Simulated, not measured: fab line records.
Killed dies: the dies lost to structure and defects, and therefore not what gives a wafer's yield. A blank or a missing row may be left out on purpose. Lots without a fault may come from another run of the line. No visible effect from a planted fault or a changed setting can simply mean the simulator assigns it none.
One fault through the eyes of 3 desks | flow n5-finfet | every desk sees just its own numbers, and what lay behind them comes last

## THE DEFECT DESK
For each lot, the counts of the inspections along the route, averaged over the sampled wafers that have a number. Marked OUT: a lot whose mean sits more than 4 standard deviations from the usual mean, which makes it out of limits; the brackets give that distance.
Columns: A = raw-defect-count at N5_MOL_CONTACT_COAG_INSPECT_42, usual 215
lot  | first seen here | A
L422 | day 6 01:01     | 230
L431 | day 8 09:43     | 158
L434 | day 9 03:39     | 176
L438 | day 9 19:33     | 236
L441 | day 10 15:29    | 229
This desk's finding: nothing out of limits on any of the 5 lots.

## AT THE METROLOGY DESK
What the gauges read for every lot (on any tool): the sampled wafers with a number, averaged. Marked OUT: a lot whose mean sits more than 4 standard deviations from the usual mean, which makes it out of limits; the brackets give that distance. 7 of its 10 readings are shown, namely those furthest out on some lot.
Columns: A = IOFF_N at N5_BEOL_M4_RC_MEAS_101, usual 0.156 nA/um; B = IOFF_P at N5_BEOL_M4_RC_MEAS_101, usual 0.21 nA/um; C = ION_N at N5_BEOL_M4_RC_MEAS_101, usual 673 uA/um; D = ION_P at N5_BEOL_M4_RC_MEAS_101, usual 463 uA/um; E = SS_P at N5_BEOL_M4_RC_MEAS_101, usual 73.3 mV/dec; F = VT_N at N5_BEOL_M4_RC_MEAS_101, usual 250 mV; G = VT_P at N5_BEOL_M4_RC_MEAS_101, usual -250 mV
lot  | first seen here | A     | B    | C   | D   | E    | F   | G
L422 | day 8 11:24     | 0.143 | 0.18 | 671 | 457 | 73.1 | 254 | -254
L431 | day 10 23:05    | 0.161 | 0.26 | 676 | 474 | 73.3 | 247 | -245
L434 | day 11 14:20    | 0.141 | 0.17 | 668 | 456 | 73.3 | 251 | -254
L438 | day 13 01:56    | 0.128 | 0.17 | 662 | 458 | 72.3 | 252 | -252
L441 | day 13 10:31    | 0.120 | 0.15 | 654 | 450 | 72.5 | 255 | -257
This desk's finding: nothing out of limits on any of the 5 lots.

## THE TOOL OWNER'S DESK: rie-diel-01
The tool's own readings at N5_MOL_CONTACT_COAG_ETCH_124 (etches SiNx in CH3F/O2, stops on SiOC, target depth 6.5 nm): means of the sampled wafers that have a number, for each lot that ran on this tool. Marked OUT: a lot whose mean sits more than 4 standard deviations from the usual mean, which makes it out of limits; the brackets give that distance.
Columns: A = drypump-motor-current-A at N5_MOL_CONTACT_COAG_ETCH_124, usual 5.8 A; B = oes-product-au at N5_MOL_CONTACT_COAG_ETCH_124, usual 0.72 a.u.; C = rf-vpp-V at N5_MOL_CONTACT_COAG_ETCH_124, usual 295 V; D = showerhead-plenum-p-Torr at N5_MOL_CONTACT_COAG_ETCH_124, usual 2.01 Torr; E = throttle-valve-pct at N5_MOL_CONTACT_COAG_ETCH_124, usual 16.27 %
lot  | first seen here | A   | B    | C   | D    | E
L434 | day 9 04:20     | 5.8 | 0.67 | 292 | 2.00 | 16.42
L438 | day 9 20:08     | 6.6 | 0.69 | 295 | 2.04 | 16.05
This desk's finding: nothing out of limits on any of the 2 lots.

## ALL TOGETHER
No out-of-limits result turned up at the defect desk.
From the metrology desk's view, nothing was out of limits.
Nothing out of limits was seen by the tool owner's desk.

## WHAT WAS PUT IN BY THE SIMULATOR
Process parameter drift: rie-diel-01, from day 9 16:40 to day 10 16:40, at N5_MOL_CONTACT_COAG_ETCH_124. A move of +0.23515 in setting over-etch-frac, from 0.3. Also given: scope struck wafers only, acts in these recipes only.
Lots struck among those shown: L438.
